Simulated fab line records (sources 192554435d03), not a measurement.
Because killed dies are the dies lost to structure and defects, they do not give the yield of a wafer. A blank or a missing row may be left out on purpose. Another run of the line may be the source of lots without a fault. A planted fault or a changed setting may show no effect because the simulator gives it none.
Which tool was responsible? + flow n5-finfet + 10 lots with 30 wafers sampled at 6 steps, on a route of 1938 steps

## WHAT EACH GAUGE READ, for each wafer
N5_MOL_CONTACT_COAG_OVL_MEAS_41.
| lot  | measured     | on         | VD_OVL (nm)    |
|------|--------------|------------|----------------|
| L075 | day 5 14:11  | overlay-01 | -0.8 0.2 -0.8  |
| L077 | day 5 20:43  | overlay-01 | 0.1 1.1 0.3    |
| L079 | day 6 11:27  | overlay-01 | -0.7 -0.3 -0.3 |
| L081 | day 6 22:11  | overlay-02 | -1.5 -0.5 0.1  |
| L084 | day 7 14:19  | overlay-02 | 0.6 -0.3 0.4   |
| L087 | day 8 13:13  | overlay-02 | 1.2 0.0 -0.6   |
| L090 | day 9 08:09  | overlay-02 | -0.4 -0.5 -0.7 |
| L092 | day 10 02:50 | overlay-01 | 0.4 -0.6 -0.7  |
| L094 | day 10 14:39 | overlay-01 | 0.7 -0.5 -0.2  |
| L096 | day 11 01:23 | overlay-01 | 0.3 0.2 1.4    |

## TOOL THAT RAN EACH LOT (tool first, then ch and the chambers of the sampled wafers, then the start)
| lot  | N5_MOL_CONTACT_COAG_ETCH_59        | N5_MOL_CONTACT_COAG_ETCH_15        | N5_MOL_CONTACT_COAG_STRIP_98       | N5_MOL_CONTACT_COAG_TI_SIL_19 | N5_MOL_CONTACT_COAG_ETCHBACK_132   |
|------|------------------------------------|------------------------------------|------------------------------------|-------------------------------|------------------------------------|
| L075 | rie-diel-01 ch 0,1, day 5 04:26    | rie-diel-01 ch 0,1, day 5 04:38    | rie-diel-01 ch 0,1, day 5 04:44    | pvd-sputter-02, day 5 05:16   | rie-diel-04 ch 0,2, day 5 13:13    |
| L077 | rie-diel-01 ch 0,1,3, day 5 10:24  | rie-diel-01 ch 0,1,3, day 5 10:35  | rie-diel-01 ch 0,1,3, day 5 10:41  | pvd-sputter-01, day 5 11:13   | rie-diel-04 ch 0,1, day 5 19:52    |
| L079 | rie-diel-01 ch 1,2, day 5 23:37    | rie-diel-01 ch 1,2, day 5 23:48    | rie-diel-01 ch 1,2, day 5 23:55    | pvd-sputter-03, day 6 01:56   | rie-diel-05 ch 1,3, day 6 10:29    |
| L081 | rie-diel-01 ch 0,1,3, day 6 10:22  | rie-diel-01 ch 0,1,3, day 6 10:33  | rie-diel-01 ch 0,1,3, day 6 10:40  | pvd-sputter-03, day 6 12:01   | rie-diel-04 ch 2,3, day 6 21:11    |
| L084 | rie-diel-05 ch 1,3, day 7 03:41    | rie-diel-05 ch 1,3, day 7 03:52    | rie-diel-05 ch 1,3, day 7 03:59    | pvd-sputter-03, day 7 05:09   | rie-diel-04 ch 0,1,3, day 7 13:26  |
| L087 | rie-diel-04 ch 1,2,3, day 7 22:04  | rie-diel-04 ch 1,2,3, day 7 22:16  | rie-diel-04 ch 1,2,3, day 7 22:22  | pvd-sputter-02, day 7 22:56   | rie-diel-04 ch 2,3, day 8 12:13    |
| L090 | rie-diel-04 ch 2,3, day 8 14:38    | rie-diel-04 ch 2,3, day 8 14:55    | rie-diel-04 ch 2,3, day 8 15:04    | pvd-sputter-02, day 8 16:40   | rie-diel-04 ch 0,2, day 9 04:23    |
| L092 | rie-diel-01 ch 0,1, day 9 11:04    | rie-diel-01 ch 0,1, day 9 11:15    | rie-diel-01 ch 0,1, day 9 11:22    | pvd-sputter-03, day 9 12:31   | rie-diel-01 ch 1,3, day 10 02:00   |
| L094 | rie-diel-01 ch 0,1,3, day 10 04:21 | rie-diel-01 ch 0,1,3, day 10 04:32 | rie-diel-01 ch 0,1,3, day 10 04:38 | pvd-sputter-03, day 10 06:14  | rie-diel-01 ch 1,2,3, day 10 13:41 |
| L096 | rie-diel-05 ch 0,1, day 10 15:05   | rie-diel-05 ch 0,1, day 10 15:16   | rie-diel-05 ch 0,1, day 10 15:22   | pvd-sputter-03, day 10 15:55  | rie-diel-04 ch 2,3, day 11 00:33   |
- N5_MOL_CONTACT_COAG_ETCH_59: etches underlayer in N2/H2, target depth 13 nm, time 10.4 s.
- N5_MOL_CONTACT_COAG_ETCH_15: etches SiNx in CH3F/O2, stops on Si:P, target depth 7 nm.
- N5_MOL_CONTACT_COAG_STRIP_98: strips in N2/H2.
- N5_MOL_CONTACT_COAG_TI_SIL_19: material Ti, target thk 4.2 nm, time 15 s.
- N5_MOL_CONTACT_COAG_ETCHBACK_132: etches SiO2 in CHF3, target depth 10 nm, time 6.7 s.

## THE ANSWER, worked out from the rows above alone
Rule: the usual values come from the lots themselves. Put in order of their means at a reading, lots are off if they are a third of the lots or fewer, leave a main group of 4 or more, and stand apart from it by a gap of 3 or more times the standard deviation of the main group's means; of several such gaps the widest counts. The tables above print the reading to a certain number of digits; a main group whose means all agree to those digits is not used. A lot without any number at a reading at which 4 lots or more have one is off too. Where the step has rows for the other lots, those lots are counted as sound.
No lot is off at any reading shown: from this, nothing can be told.

## WHAT THE SIMULATOR HAD PUT IN
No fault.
